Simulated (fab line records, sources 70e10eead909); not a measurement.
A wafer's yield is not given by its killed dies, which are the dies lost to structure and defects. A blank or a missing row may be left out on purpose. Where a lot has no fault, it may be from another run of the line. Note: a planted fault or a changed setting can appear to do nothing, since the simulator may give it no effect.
fab line records -- flow nand_harc
[record] lots = 6, wafers = 18, last_day = 22
route steps=1159 shown P_GATE@119 END@1159
lots that met no fault: from a run of the same line without faults
start_h: start of the lot's first displayed wafer, in hours after the record's first day -- wait_h: how many hours have passed since the lot's step before this one -- " unchanged from the row above -- L1.1+2: a row that stands for several wafers -- - no value, or no start given -- * or withheld: withheld -- < > ~ a bound
route shown NAME@n: a module of which the file shows steps, and the number in the route of the first -- usual: average and standard deviation across the fault-free wafers -- same: alike in all rows -- chamber/n: place in a boat -- sites: the reading at each site -- _std_site: how widely they spread, as a standard deviation -- _edge_site: the outer-site mean with the inner-site mean subtracted -- radius_mm: how far each site lies from the wafer's centre -- mask NAME#n: copy n -- behind: the last tool/chamber to shape the wafer -- hold: what put the lot on hold/how long, in hours/how the hold closed -- device: whichever transistor did not switch (one of n, p or np) -- end of line: tests of these same wafers at the route's end -- a step without rows: its recipe alone -- killed: at the first sort, the dies lost to defects and structure; wafer yield is something else -- map: dies across one wafer; x = killed, . = not, _ = none there
set.NAME: the run value of the setting; set.NAME@STEP: its run value at that earlier step -- model.NAME: the simulator's own value behind a step, which no gauge read
lots seen at some steps along the route; tables by step, rows by wafer
services: from which hour (start_h, from the record's first day; less than 0 if before it) a tool's chamber was out of use, for how many hours, and why
[[steps]]
[step NHARC_P_GATE_EXPOSE_08]
[recipe] na = 0.6, dose_mj = 16.75, mask_id = P_HV
[step NHARC_P_GATE_PEB_09]
[recipe] peb_temp_c = 118, peb_time_s = 85
[step NHARC_P_GATE_DEVELOP_10]
[recipe] time_s = 70
[step NHARC_P_GATE_CD_MEAS_11]
[recipe] target_cd_nm = 1640, landing_energy_ev = 500
[usual] cd_nm = 1639.5/2.3
lot.wafer,tool,chamber,start_h,wait_h,cd_nm
L406.1,cd_sem-03,0,90.71,-,1636.8
L406.2,cd_sem-03,0,90.71,-,1636.6
L406.3,cd_sem-03,0,90.71,-,1637.3
L408.2,cd_sem-03,0,99.02,-,1642.8
L408.3,cd_sem-03,0,99.02,-,1637.4
L408.6,cd_sem-03,0,99.02,-,1642.4
L410.2,cd_sem-02,0,112.31,-,1638.4
L410.4,cd_sem-02,0,112.31,-,1641.2
L410.5,cd_sem-02,0,112.31,-,1635.3
L413.1,cd_sem-03,0,138.37,-,1637.8
L413.2,cd_sem-03,0,138.37,-,1639.5
L413.3,cd_sem-03,0,138.37,-,1634.9
L417.2,cd_sem-03,0,154.77,-,1639.7
L417.4,cd_sem-03,0,154.77,-,1637.3
L417.6,cd_sem-03,0,154.77,-,1641.5
L416.2,cd_sem-02,0,154.80,-,1639.0
L416.3,cd_sem-02,0,154.80,-,1642.0
L416.4,cd_sem-02,0,154.80,-,1641.5
[step NHARC_P_GATE_HARDBAKE_12]
[recipe] temp_c = 125, time_s = 80
[step NHARC_P_GATE_DESCUM_13]
[recipe] time_s = 3, o2_flow_sccm = 200, ar_flow_sccm = 0, bias_power_w = 0, chemistry = O2
[usual] drypump_motor_current_A = 5.8/0.43, o2_flow_sccm = 200.0/0.59, oes_product_au = 1.004/0.012, rf_vpp_V = 57.8/0.99, showerhead_plenum_p_Torr = 1.94/0.066, throttle_valve_pct = 11.310/0.0083
lot.wafer,tool,chamber,start_h,wait_h,drypump_motor_current_A,o2_flow_sccm,oes_product_au,rf_hours_counter_h,rf_vpp_V,showerhead_plenum_p_Torr,throttle_valve_pct
L406.2,rie_diel-07,2,90.88,-,6.0,199.5,1.008,12,59.4,1.94,11.332
L406.1,rie_diel-07,3,90.88,-,6.2,200.3,1.006,11,55.8,2.04,11.311
L406.3,rie_diel-07,1,90.88,-,5.6,200.2,1.015,11,57.1,1.98,11.308
L408.3,rie_diel-04,3,99.17,-,6.6,199.4,1.012,34,58.1,2.01,11.307
L408.2,rie_diel-04,0,99.17,-,4.8,199.8,1.000,33,57.6,1.81,11.320
L408.6,rie_diel-04,0,99.17,-,4.9,200.7,1.015,-,56.7,1.81,11.302
L410.4,rie_diel-02,3,112.48,-,5.3,199.9,1.002,41,55.9,1.90,11.310
L410.2,rie_diel-02,0,112.48,-,6.0,199.0,0.992,45,55.9,1.85,11.295
L410.5,rie_diel-02,2,112.48,-,5.8,200.2,0.984,-,58.2,1.95,11.310
L413.2,rie_diel-04,1,138.54,-,5.7,199.2,1.007,4,58.8,1.98,11.295
L413.1,rie_diel-04,2,138.54,-,5.8,199.8,0.991,4,58.3,1.86,11.324
L413.3,rie_diel-04,3,138.54,-,6.6,200.1,0.999,4,58.0,2.01,11.325
L417.4,rie_diel-04,3,155.29,-,6.5,200.3,1.003,9,59.0,2.01,11.299
L417.2,rie_diel-04,1,155.29,-,5.7,199.1,1.007,9,57.8,1.98,11.298
L417.6,rie_diel-04,0,155.29,-,4.8,199.6,1.000,-,57.1,1.81,11.320
L416.4,rie_diel-07,1,155.34,-,5.7,198.6,1.002,32,55.1,1.97,11.302
L416.2,rie_diel-07,2,155.34,-,6.0,198.7,1.029,35,57.8,1.93,11.300
L416.3,rie_diel-07,3,155.34,-,6.2,200.2,0.994,37,57.2,2.03,11.299
[step NHARC_P_GATE_ETCH_14]
[recipe] target_depth_a = 488, chemistry = dHF, material = SiO2
[step NHARC_P_GATE_STRIP_15]
[recipe] time_s = 780, temp_c = 130, chemistry = SPM
[step NHARC_P_GATE_PRECLEAN_71]
[recipe] time_s = *, temp_c = 50, bath_age_min = 0, chemistry = SC1
[step NHARC_P_GATE_SRD_72]
[step NHARC_P_GATE_OXIDE_16]
[recipe] target_thk_a = 30, temp_c = 875, ox_time_s = 392, material = SiO2
[step NHARC_P_GATE_CVD_17]
[recipe] target_thk_a = 1500, temp_c = 620, time_s = 900, material = poly-Si
[step NHARC_P_GATE_HM_DEP_102]
[recipe] target_thk_a = 1200, temp_c = 400, material = aC
[usual] throttle_valve_pct = 35.000/0.0087
lot.wafer,tool,chamber,start_h,wait_h,throttle_valve_pct
L406.1,acl_dep-02,0,102.96,0.4,35.001
L406.2,acl_dep-02,0,102.96,0.4,34.989
L406.3,acl_dep-02,0,102.96,0.4,35.011
L408.2,acl_dep-03,0,111.60,0.5,35.001
L408.3,acl_dep-03,0,111.60,0.5,34.998
L408.6,acl_dep-03,0,111.60,0.5,35.007
L410.2,acl_dep-03,0,128.71,4.4,35.001
L410.4,acl_dep-03,0,128.71,4.4,35.004
L410.5,acl_dep-03,0,128.71,4.4,34.999
L413.1,acl_dep-03,0,150.51,0.4,34.991
L413.2,acl_dep-03,0,150.51,0.4,35.007
L413.3,acl_dep-03,0,150.51,0.4,34.997
L417.2,acl_dep-03,0,168.00,1.2,34.995
L417.4,acl_dep-03,0,168.00,1.2,35.002
L417.6,acl_dep-03,0,168.00,1.2,34.992
L417.2,acl_dep-03,0,169.26,1.2,34.999
L417.4,acl_dep-03,0,169.26,1.2,35.006
L417.6,acl_dep-03,0,169.26,1.2,35.006
L416.2,acl_dep-03,0,168.63,1.8,35.002
L416.3,acl_dep-03,0,168.63,1.8,34.989
L416.4,acl_dep-03,0,168.63,1.8,34.992
L416.2,acl_dep-01,0,170.68,2.0,35.011
L416.3,acl_dep-01,0,170.68,2.0,35.014
L416.4,acl_dep-01,0,170.68,2.0,34.984
[step NHARC_P_GATE_DEP_103]
[recipe] target_thk_a = 300, target_thk_nm = 30, temp_c = 400, flow_sccm = 200, rf_w = 350, material = SiON
[usual] heater_power_w = 747/88, rf_fwd_power_W = 348.4/1.1
lot.wafer,tool,chamber,start_h,wait_h,heater_power_w,rf_fwd_power_W
L406.1,pecvd-01,2,103.61,0.5,793,348.1
L406.3,pecvd-01,0,103.61,0.5,620,349.1
L406.2,pecvd-01,1,103.61,0.5,711,348.9
L408.2,pecvd-02,2,112.15,0.4,781,348.3
L408.3,pecvd-02,1,112.15,0.4,554,348.0
L408.6,pecvd-02,2,112.15,0.4,774,348.0
L410.2,pecvd-04,0,129.27,0.5,778,348.2
L410.5,pecvd-04,0,129.27,0.5,643,347.4
L410.4,pecvd-04,1,129.27,0.5,692,348.7
L413.3,pecvd-01,1,151.18,0.3,868,350.8
L413.1,pecvd-01,2,151.18,0.3,798,349.5
L413.2,pecvd-01,0,151.18,0.3,625,348.7
L417.2,pecvd-02,2,169.86,0.5,772,348.0
L417.6,pecvd-02,0,169.86,0.5,816,349.7
L417.4,pecvd-02,1,169.86,0.5,660,348.2
L416.2,pecvd-02,2,171.25,0.5,814,349.4
L416.3,pecvd-02,0,171.25,0.5,873,350.8
L416.4,pecvd-02,0,171.25,0.5,842,351.0
[step NHARC_END_SORT_01]
[recipe] temp_c = 25
[usual] killed_at_array = 28/11, killed_at_other = 0.8/1.1, killed_at_periphery = 3.3/2.8, killed_dies = 32/11, killed_open = 3.3/1.9, killed_short = 1.9/1.4
[same] gross_dies = 677
lot.wafer,tool,chamber,start_h,wait_h,killed_at_array,killed_at_other,killed_at_periphery,killed_dies,killed_open,killed_short
L406.1,prober-01,0,456.45,2.5,37,1,12,50,2,2
L406.2,prober-01,0,457.24,2.8,26,1,6,33,5,0
L406.3,prober-01,0,458.04,3.1,26,1,11,38,3,4
L408.2,prober-02,0,469.61,2.8,20,0,4,24,6,1
L408.3,prober-02,0,470.40,3.1,25,0,8,33,7,4
L408.6,prober-02,0,472.80,4.0,24,0,6,30,3,2
L410.2,prober-01,0,477.79,2.8,17,1,3,21,6,0
L410.4,prober-01,0,479.40,3.4,17,0,2,19,3,1
L410.5,prober-01,0,480.20,3.7,7,0,6,13,5,2
L413.1,prober-02,0,494.68,2.5,37,1,0,38,4,1
L413.2,prober-02,0,495.48,2.8,35,1,0,36,3,1
L413.3,prober-02,0,496.27,3.1,35,0,0,35,3,3
L416.2,prober-01,0,533.76,2.9,39,0,8,47,5,0
L416.3,prober-01,0,534.56,3.2,46,0,10,56,4,2
L416.4,prober-01,0,535.36,3.4,33,1,7,41,4,0
// killed by level:class
L406.1 A_CHANNEL_HOLE_D1:chamber_film_flake=13 A_SLIT:chamber_film_flake=12 A_WL_FILL:chamber_film_flake=6 P_M0:chamber_film_flake=3 P_BONDPAD:chamber_film_flake=3 A_WL_FILL:geometric_particle:short=2 P_ZERO_WELL:chamber_film_flake=2 P_GATE:chamber_film_flake=2
L406.2 A_CHANNEL_HOLE_D1:chamber_film_flake=14 A_SLIT:chamber_film_flake=7 P_M0:geometric_particle:open=2 A_ONON_D1:geometric_particle:open=1 A_CONTACT:geometric_particle:open=1 A_BLC:geometric_particle:open=1 P_ZERO_WELL:chamber_film_flake=1 P_GATE:chamber_film_flake=1
L406.3 A_CHANNEL_HOLE_D1:chamber_film_flake=11 A_SLIT:chamber_film_flake=6 A_WL_FILL:chamber_film_flake=4 P_M0:chamber_film_flake=4 A_WL_FILL:geometric_particle:short=2 P_BONDPAD:chamber_film_flake=2 P_GATE:geometric_particle:short=1 P_CONTACT:geometric_particle:open=1
L408.2 A_SLIT:chamber_film_flake=5 A_CHANNEL_HOLE_D1:chamber_film_flake=3 A_CONTACT:chamber_film_flake=3 A_CONTACT:geometric_particle:open=2 P_GATE:chamber_film_flake=2 A_STAIRCASE:chamber_film_flake=2 P_CONTACT:geometric_particle:open=1 A_ONON_D1:geometric_particle:open=1
L408.3 A_SLIT:chamber_film_flake=12 A_STAIRCASE:chamber_film_flake=3 P_M0:geometric_particle:open=2 A_ONON_D1:geometric_particle:open=2 A_CHANNEL_FILL_D1:geometric_particle:short=2 P_ZERO_WELL:chamber_film_flake=2 A_CONTACT:chamber_film_flake=2 P_CONTACT:geometric_particle:short=1
L408.6 A_SLIT:chamber_film_flake=11 P_ZERO_WELL:chamber_film_flake=3 A_CHANNEL_HOLE_D1:chamber_film_flake=3 A_STAIRCASE:chamber_film_flake=3 A_CONTACT:chamber_film_flake=3 A_SGD_CUT:geometric_particle:short=2 P_STI:geometric_particle:open=1 P_M0:geometric_particle:open=1
L410.2 A_CHANNEL_HOLE_D1:chamber_film_flake=6 P_GATE:chamber_film_flake=3 A_CONTACT:chamber_film_flake=3 A_M0:geometric_particle:open=2 A_STAIRCASE:chamber_film_flake=2 A_ONON_D1:geometric_particle:open=1 A_CHANNEL_FILL_D1:geometric_particle:open=1 A_CONTACT:geometric_particle:open=1
L410.4 A_CHANNEL_HOLE_D1:chamber_film_flake=6 A_CONTACT:chamber_film_flake=6 A_STAIRCASE:chamber_film_flake=3 P_GATE:geometric_particle:short=1 P_BONDPAD:geometric_particle:open=1 A_ONON_D1:geometric_particle:open=1 A_CHANNEL_FILL_D1:geometric_particle:open=1
L410.5 A_STAIRCASE:chamber_film_flake=3 P_GATE:geometric_particle:open=2 P_CONTACT:geometric_particle:open=2 P_M0:geometric_particle:open=1 A_ONON_D1:geometric_particle:short=1 A_CHANNEL_FILL_D1:geometric_particle:short=1 P_ZERO_WELL:chamber_film_flake=1 A_CHANNEL_HOLE_D1:chamber_film_flake=1
L413.1 A_CHANNEL_HOLE_D1:chamber_film_flake=22 A_CONTACT:chamber_film_flake=4 A_CHANNEL_FILL_D1:geometric_particle:open=2 A_M0:geometric_particle:open=2 A_ZERO_WELL:chamber_film_flake=2 A_CHANNEL_FILL_D1:chamber_film_flake=2 STARTING-WAFER:geometric_particle:short=1 A_STAIRCASE:chamber_film_flake=1
L413.2 A_CHANNEL_HOLE_D1:chamber_film_flake=21 A_CONTACT:chamber_film_flake=6 A_STAIRCASE:chamber_film_flake=3 A_ONON_D1:geometric_particle:short=1 A_SGD_CUT:geometric_particle:open=1 A_WL_FILL:geometric_particle:open=1 A_CONTACT:geometric_particle:open=1 A_CHANNEL_FILL_D1:chamber_film_flake=1
L413.3 A_CHANNEL_HOLE_D1:chamber_film_flake=21 A_CONTACT:geometric_particle:open=2 A_ZERO_WELL:chamber_film_flake=2 A_CONTACT:chamber_film_flake=2 A_BLC:chamber_film_flake=2 A_CHANNEL_FILL_D1:geometric_particle:short=1 A_CHANNEL_FILL_D1:geometric_particle:open=1 A_WL_FILL:geometric_particle:short=1
L416.2 A_CHANNEL_HOLE_D1:chamber_film_flake=17 A_SLIT:chamber_film_flake=12 A_STAIRCASE:chamber_film_flake=6 P_GATE:geometric_particle:open=2 A_M0:geometric_particle:open=2 P_STI:chamber_film_flake=2 P_M1:chamber_film_flake=2 P_M1:geometric_particle:open=1
L416.3 A_CHANNEL_HOLE_D1:chamber_film_flake=21 A_SLIT:chamber_film_flake=14 P_M1:chamber_film_flake=7 A_STAIRCASE:chamber_film_flake=2 A_CONTACT:chamber_film_flake=2 P_GATE:geometric_particle:open=1 A_ONON_D1:geometric_particle:open=1 A_ONON_D1:geometric_particle:short=1
L416.4 A_CHANNEL_HOLE_D1:chamber_film_flake=19 A_SLIT:chamber_film_flake=11 P_STI:chamber_film_flake=2 P_GATE:geometric_particle:open=1 P_M2:geometric_particle:open=1 A_BLC:geometric_particle:open=1 STARTING-WAFER:geometric_particle:open=1 P_ZERO_WELL:chamber_film_flake=1
[[services]]
tool,chamber,start_h,hours,kind
rie_diel-04,2,68.24,6.1,repair
rie_diel-02,2,76.52,9.1,repair
rie_diel-04,1,86.16,35.7,repair
rie_diel-04,0,90.98,-,clean
rie_diel-04,2,90.98,-,clean
rie_diel-04,3,90.98,-,clean
rie_diel-04,2,109.67,10.2,repair
acl_dep-01,-,112.14,13.0,pm
rie_diel-04,-,112.27,9.0,pm
rie_diel-04,0,112.27,9.0,vent_cycle
rie_diel-04,3,112.27,9.0,vent_cycle
rie_diel-04,0,121.27,-,clean
rie_diel-04,2,121.27,-,clean
pecvd-02,-,123.22,0.9,repair
rie_diel-02,3,123.35,4.3,repair
rie_diel-02,2,126.90,3.8,repair
rie_diel-02,3,129.39,6.6,repair
pecvd-01,-,132.49,0.3,repair
acl_dep-02,-,133.09,0.9,repair
pecvd-04,2,148.30,5.7,repair
rie_diel-02,-,150.90,9.0,pm
pecvd-02,-,153.33,13.0,pm
rie_diel-07,0,156.86,6.5,repair
acl_dep-02,-,168.56,13.0,pm
[[key]]
[first_sign] step = NHARC_P_GATE_HM_DEP_102, reading = visit, direction = added
effect none on later readings
met_at NHARC_P_GATE_HM_DEP_102
struck_wafers L416.2,L416.3,L416.4,L417.2,L417.4,L417.6
tester_left_out L416,L417
[fault] kind = repeated_step_whole, tool = acl_dep-01,acl_dep-02,acl_dep-03, chamber = -, onset_h = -, steps = NHARC_P_GATE_HM_DEP_102, times = 1, scope = struck_lots_only
// tester_left_out: of these lots the tester's yield and bins aren't shown, on N5 and GAA mostly nor the transistor test; their killed dies are dies lost to structure and defects alone, not to doping, threshold or leakage, so they don't give the yield
